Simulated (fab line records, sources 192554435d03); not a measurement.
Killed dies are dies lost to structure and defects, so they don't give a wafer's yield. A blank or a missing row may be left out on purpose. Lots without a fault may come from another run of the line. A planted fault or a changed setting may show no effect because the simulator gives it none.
fab line records | flow n5_finfet
record lots=10 wafers=30 last_day=17
route steps=1938 shown BEOL_M7@1266
lots that met no fault: from a run of the same line without faults
start_h: hours from the record's first day to the start of the lot's first wafer shown | wait_h: hours since the lot's step before | " the same as in the row above | L1.1+2: a row that stands for several wafers | - no value, or no start given | * or withheld: withheld | < > ~ a bound
route shown NAME@n: a module of which the file shows steps, and the number in the route of the first | usual: mean/standard deviation of fault-free wafers | same: alike in all rows | chamber/n: place in a boat | sites: the reading at each site | _std_site: their standard deviation | _edge_site: outer sites' mean less inner sites' | radius_mm: how far each site lies from the wafer's centre | mask NAME#n: copy n | behind: the tool/chamber that last shaped the wafer | hold: why the lot was held/for how many hours/how that ended | device: the transistor (n, p or np) that didn't switch | end of line: the same wafers' tests at the end of the route | a step without rows: its recipe alone | killed: dies lost to structure and defects at the first sort, not the wafer's yield | map: a wafer's dies, x killed, . not, _ none there
set.NAME: the setting as run; set.NAME@STEP: as run at that earlier step | model.NAME: the simulator's own value behind a step, which no gauge read
steps of the route over a sample of lots; a table a step, a row a wafer
services: from which hour (start_h, from the record's first day; less than 0 if before it) a tool's chamber was out of use, for how many hours, and why
## steps
# step N5_BEOL_M7_PECVD_70
# recipe material=SiO2 target_thk_a=200 temp_c=400 precursor=TEOS/O2 pressure_torr=5.5 rf_w=450 teos_flow_sccm=53.8 gas=O2 flow_sccm=3000 time_s=22.7
# usual heater_power_w=708/91 showerhead_plenum_p_Torr=8.75/0.055 throttle_valve_pct=23.3/1.3
# columns lot.wafer tool chamber start_h wait_h heater_power_w showerhead_plenum_p_Torr throttle_valve_pct
L176.2 pecvd-02 0 211.86 0.0 775 8.73 24.4
L176.3 " 1 " " 650 8.79 22.9
L176.5 " 0 " " 796 8.76 24.5
L178.1 pecvd-02 1 222.87 0.0 793 8.78 22.9
L178.2 " 0 " " 725 8.78 24.5
L178.4 " 1 " " 806 8.81 22.9
L179.2 pecvd-01 1 223.07 0.0 768 8.90 25.9
L179.3 " 0 " " 517 8.68 22.1
L179.6 " 1 " " 801 8.91 26.1
L180.1 pecvd-02 1 230.19 0.0 758 8.78 22.8
L180.2 " 0 " " 855 8.74 24.5
L180.6 " 0 " " 861 8.74 24.2
L182.2 pecvd-04 0 245.27 0.0 616 8.77 23.3
L182.4 " 1 " " 685 8.76 24.8
L182.5 " 0 " " 624 8.77 23.2
L187.3 pecvd-04 2 272.63 0.0 584 8.66 22.1
L187.4 " 0 " " 629 8.79 23.4
L187.6 " 2 " " 569 8.70 22.1
L189.2 pecvd-01 0 281.82 0.0 533 8.68 22.4
L189.3 " 1 " " 850 8.90 26.2
L189.5 " 2 " " 641 8.78 22.2
L191.1 pecvd-04 2 301.58 0.0 669 8.69 22.0
L191.5 " 0 " " 666 8.77 23.3
L191.6 " 2 " " 673 8.68 21.9
L192.2 pecvd-02 0 308.41 0.0 756 8.76 24.6
L192.4 " 2 " " 832 8.74 22.2
L192.6 " 1 " " 814 8.76 22.8
L194.2 pecvd-04 0 321.45 0.0 597 8.81 23.5
L194.4 " 0 " " 614 8.78 23.3
L194.6 " 1 " " 765 8.74 24.7
# step N5_BEOL_M7_ETCH_61
# recipe chemistry=CF4 target=SiARC target_depth_a=455 mask_material=CAR-ArF time_s=75.8 ion_energy_ev=80 pressure_mtorr=40 source_w=545 bias_w=36 Ar_flow_sccm=100 cf4_flow_sccm=100 ends=cleared
# usual chamber_pressure_mTorr=40.00/0.035 drypump_motor_current_A=5.5/0.4 etch_rf_on_time_s=76.1/2.2 oes_product_au=0.68/0.055 rf_vpp_V=184.2/1.1 showerhead_plenum_p_Torr=2.15/0.07 throttle_valve_pct=15.51/0.12
# columns lot.wafer tool chamber start_h wait_h chamber_pressure_mTorr drypump_motor_current_A etch_rf_on_time_s oes_product_au rf_hours_counter_h rf_vpp_V showerhead_plenum_p_Torr throttle_valve_pct
L176.2 rie_diel-05 2 212.95 0.0 39.95 5.1 75.3 0.71 76 185.7 2.24 15.33
L176.3 " 3 " " 40.00 5.1 80.4 0.71 56 184.9 2.16 15.41
L176.5 " 3 " " 40.06 5.2 80.0 0.70 - 185.1 2.16 15.40
L178.1 rie_diel-02 3 223.99 0.0 40.00 5.5 76.2 0.62 162 185.7 2.21 15.59
L178.2 " 2 " " 40.09 5.9 77.9 0.60 214 185.7 2.09 15.68
L178.4 " 0 " " 40.06 5.1 77.6 0.62 184 183.8 2.13 15.64
L179.2 rie_diel-02 1 224.25 0.0 40.05 6.0 75.4 0.66 160 181.8 2.06 15.42
L179.3 " 3 " " 39.99 5.5 76.6 0.63 162 186.0 2.21 15.59
L179.6 " 2 " " 39.97 5.9 77.8 0.60 - 183.9 2.09 15.66
L180.1 rie_diel-05 2 231.60 0.0 39.91 5.1 76.5 0.70 81 184.4 2.24 15.36
L180.2 " 3 " " 39.95 5.2 80.6 0.70 61 184.8 2.16 15.41
L180.6 " 2 " " 39.93 5.1 76.9 0.69 - 185.2 2.24 15.35
L182.2 rie_diel-02 2 247.67 0.0 40.00 5.9 77.4 0.61 220 184.3 2.09 15.68
L182.4 " 3 " " 40.02 5.5 75.3 0.62 169 183.8 2.21 15.62
L182.5 " 1 " " 39.92 6.1 74.8 0.65 - 181.9 2.06 15.42
L187.3 rie_diel-05 3 274.55 0.0 40.01 5.2 79.7 0.68 74 184.2 2.16 15.44
L187.4 " 1 " " 39.95 5.8 76.6 0.72 68 184.3 2.18 15.59
L187.6 " 2 " " 39.97 5.1 76.2 0.68 - 185.6 2.23 15.37
L189.2 rie_diel-02 1 282.54 0.0 39.98 6.0 74.4 0.65 179 182.9 2.06 15.45
L189.3 " 3 " " 40.06 5.5 76.8 0.61 180 185.8 2.20 15.63
L189.5 " 0 " " 39.96 5.0 76.1 0.61 - 184.1 2.13 15.67
L191.1 rie_diel-06 1 304.57 0.0 39.99 4.7 75.3 0.79 14 185.0 2.11 15.34
L191.5 " 2 " " 40.02 5.4 71.3 0.68 - 186.5 2.23 15.54
L191.6 " 3 " " 40.03 5.9 74.6 0.65 - 182.0 1.98 15.43
L192.2 rie_diel-06 0 309.48 0.0 39.98 5.7 76.3 0.73 56 184.2 2.18 15.43
L192.4 " 3 " " 40.06 5.9 74.4 0.65 176 182.4 1.98 15.43
L192.6 " 0 " " 39.98 5.6 75.6 0.74 - 183.8 2.18 15.42
L194.2 rie_diel-06 0 323.16 0.0 40.04 5.6 75.9 0.73 59 183.8 2.18 15.42
L194.4 " 3 " " 39.94 5.9 74.6 0.65 180 181.7 1.98 15.42
L194.6 " 0 " " 40.04 5.6 76.5 0.73 - 184.8 2.18 15.42
# step N5_BEOL_M7_COAT_71
# recipe resist=underlayer temp_c=205 time_s=60 spin_rpm=1500 resist_thk_nm=5
# usual resist_line_temp_C=23.01/0.095 spin_speed_rpm=1499.8/0.91
# columns lot.wafer tool chamber start_h wait_h resist_line_temp_C spin_speed_rpm
L176.2 litho_track-02 0 214.06 - 22.93 1499.9
L176.3 " 0 " " 22.94 1499.5
L176.5 " 0 " " 23.10 1499.4
L179.2 litho_track-01 0 225.52 - 22.83 1552.8
L179.3 " 0 " " 23.13 1555.2
L179.6 " 0 " " 22.98 1554.0
L178.1 litho_track-04 0 226.10 - 23.01 1499.9
L178.2 " 0 " " 22.95 1498.4
L178.4 " 0 " " 23.01 1498.2
L180.1 litho_track-01 0 233.25 - 23.00 1554.8
L180.2 " 0 " " 22.91 1555.7
L180.6 " 0 " " 22.92 1554.6
L182.2 litho_track-01 0 248.28 - 23.03 1553.1
L182.4 " 0 " " 22.89 1554.4
L182.5 " 0 " " 23.05 1555.6
L187.3 litho_track-02 0 277.02 - 22.92 1499.6
L187.4 " 0 " " 23.14 1500.6
L187.6 " 0 " " 22.85 1499.8
L189.2 litho_track-04 0 283.80 - 23.00 1498.9
L189.3 " 0 " " 22.93 1500.6
L189.5 " 0 " " 22.86 1501.0
L191.1 litho_track-01 0 305.06 - 22.90 1499.8
L191.5 " 0 " " 22.99 1501.8
L191.6 " 0 " " 23.00 1500.4
L192.2 litho_track-01 0 312.62 - 23.10 1500.1
L192.4 " 0 " " 23.10 1500.2
L192.6 " 0 " " 22.95 1500.3
L194.2 litho_track-02 0 324.24 - 23.00 1499.1
L194.4 " 0 " " 23.13 1498.2
L194.6 " 0 " " 23.00 1499.1
# step N5_BEOL_M7_DESCUM_33
# recipe chemistry=O2 time_s=7 source_power_w=50 bias_power_w=20 pressure_mtorr=20 rf_frequency_hz=2.712e+07 temp_c=40 resist=CAR-EUV o2_flow_sccm=225
# usual bias_power_w=20.00/0.061 chamber_pressure_mTorr=19.997/0.017 drypump_motor_current_A=5.5/0.42 oes_product_au=0.79/0.064 rf_vpp_V=243.4/1.4 showerhead_plenum_p_Torr=2.10/0.082 throttle_valve_pct=20.35/0.19
# columns lot.wafer tool chamber start_h wait_h bias_power_w chamber_pressure_mTorr drypump_motor_current_A oes_product_au rf_hours_counter_h rf_vpp_V showerhead_plenum_p_Torr throttle_valve_pct
L176.2 rie_diel-06 2 214.72 0.2 19.97 20.006 5.4 0.82 101 245.6 2.23 20.46
L176.3 " 3 " " 19.99 19.972 5.9 0.79 150 240.2 1.92 20.10
L176.5 " 0 " " 19.99 19.974 5.7 0.92 - 245.3 2.11 20.06
L179.2 rie_diel-06 0 226.03 0.0 20.11 19.981 5.6 0.92 28 243.4 2.11 20.06
L179.3 " 1 " " 19.85 19.992 4.7 0.67 246 243.2 2.06 20.54
L179.6 " 0 " " 20.14 20.011 5.7 0.92 - 243.3 2.11 20.07
L178.1 rie_diel-06 3 226.49 0.0 19.99 19.992 5.9 0.79 153 239.6 1.92 20.10
L178.2 " 0 " " 20.00 19.997 5.7 0.93 28 244.1 2.11 20.06
L178.4 " 2 " " 19.91 19.993 5.4 0.82 105 244.7 2.23 20.46
L180.1 rie_diel-06 0 233.76 0.0 20.02 20.022 5.6 0.91 30 243.1 2.11 20.06
L180.2 " 1 " " 20.00 20.008 4.7 0.67 248 243.9 2.06 20.53
L180.6 " 1 " " 19.94 20.000 4.7 0.67 - 241.7 2.06 20.52
L182.2 rie_diel-06 2 248.67 0.0 19.97 20.019 5.4 0.81 112 245.9 2.22 20.48
L182.4 " 3 " " 20.05 19.985 5.9 0.77 - 240.6 1.92 20.13
L182.5 " 2 " " 19.89 20.027 5.4 0.80 - 245.1 2.22 20.48
L187.3 rie_diel-06 0 277.78 0.2 20.00 19.977 5.7 0.89 45 243.4 2.11 20.09
L187.4 " 1 " " 19.99 19.993 4.7 0.95 - 241.8 2.06 20.13
L187.6 " 2 " " 19.90 19.956 5.4 0.80 - 244.1 2.22 20.50
L189.2 rie_diel-02 3 284.35 0.1 19.98 20.005 5.5 0.73 181 244.4 2.16 20.37
L189.3 " 1 " " 20.06 19.985 6.0 0.75 180 241.3 1.98 20.02
L189.5 " 2 " " 20.00 20.024 5.9 0.70 - 242.2 2.04 20.54
L191.1 rie_diel-05 0 305.55 0.1 20.01 19.972 6.0 0.79 108 243.5 2.10 20.34
L191.5 " 1 " " 19.95 19.987 5.9 0.83 - 243.2 2.13 20.63
L191.6 " 0 " " 19.88 19.994 6.1 0.80 - 242.8 2.10 20.34
L192.2 rie_diel-05 1 313.16 0.0 19.90 20.003 5.9 0.83 81 244.4 2.13 20.63
L192.4 " 3 " " 20.03 20.020 5.2 0.78 87 244.4 2.12 20.46
L192.6 " 0 " " 19.99 20.005 6.0 0.78 - 243.9 2.10 20.35
L194.2 rie_diel-02 3 325.12 0.4 19.91 20.017 5.5 0.71 192 243.9 2.15 20.38
L194.4 " 0 " " 20.03 20.015 5.1 0.71 214 242.4 2.08 20.56
L194.6 " 0 " " 20.04 19.975 5.0 0.72 - 244.0 2.08 20.55
## services
# columns tool chamber start_h hours kind
pecvd-01 2 193.53 5.5 scheduled_down
pecvd-04 0 198.77 11.6 repair
pecvd-01 2 202.38 - clean
pecvd-01 2 202.38 - consumable_replace:showerhead
pecvd-01 2 202.38 29.0 scheduled_down
rie_diel-05 2 208.68 3.8 repair
pecvd-02 - 212.28 0.4 repair
pecvd-02 0 214.62 2.1 scheduled_down
rie_diel-05 0 221.63 2.8 repair
litho_track-02 - 233.31 - consumable_replace:filter
rie_diel-06 1 237.52 - clean
rie_diel-06 1 237.52 - consumable_replace:focus_ring
rie_diel-06 1 237.52 21.4 scheduled_down
rie_diel-06 1 237.52 21.4 vent_cycle
pecvd-02 2 241.55 5.5 scheduled_down
pecvd-02 - 245.19 5.5 pm
pecvd-02 2 255.88 2.1 scheduled_down
rie_diel-06 3 272.94 8.2 repair
pecvd-04 2 287.88 2.1 scheduled_down
pecvd-02 1 289.42 5.5 scheduled_down
litho_track-01 - 291.00 - consumable_replace:filter
rie_diel-05 2 292.50 6.9 repair
pecvd-02 2 292.67 13.2 repair
pecvd-01 0 296.42 5.3 repair
## key
first_sign step=N5_BEOL_M7_COAT_71 reading=spin_speed_rpm direction=up sigmas=60 usual=* struck=*
effect none on later readings
met_at N5_BEOL_M7_COAT_71
struck_lots L179,L180,L182
not_acting_at N5_BEOL_M7_PECVD_70,N5_BEOL_M7_ETCH_61,N5_BEOL_M7_DESCUM_33
fault kind=process_parameter_drift tool=litho_track-01 chamber=- onset_h=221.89 steps=N5_BEOL_M7_COAT_71 channel=spin_rpm offset=* shape=step end_h=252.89 acts_in=* stated=*
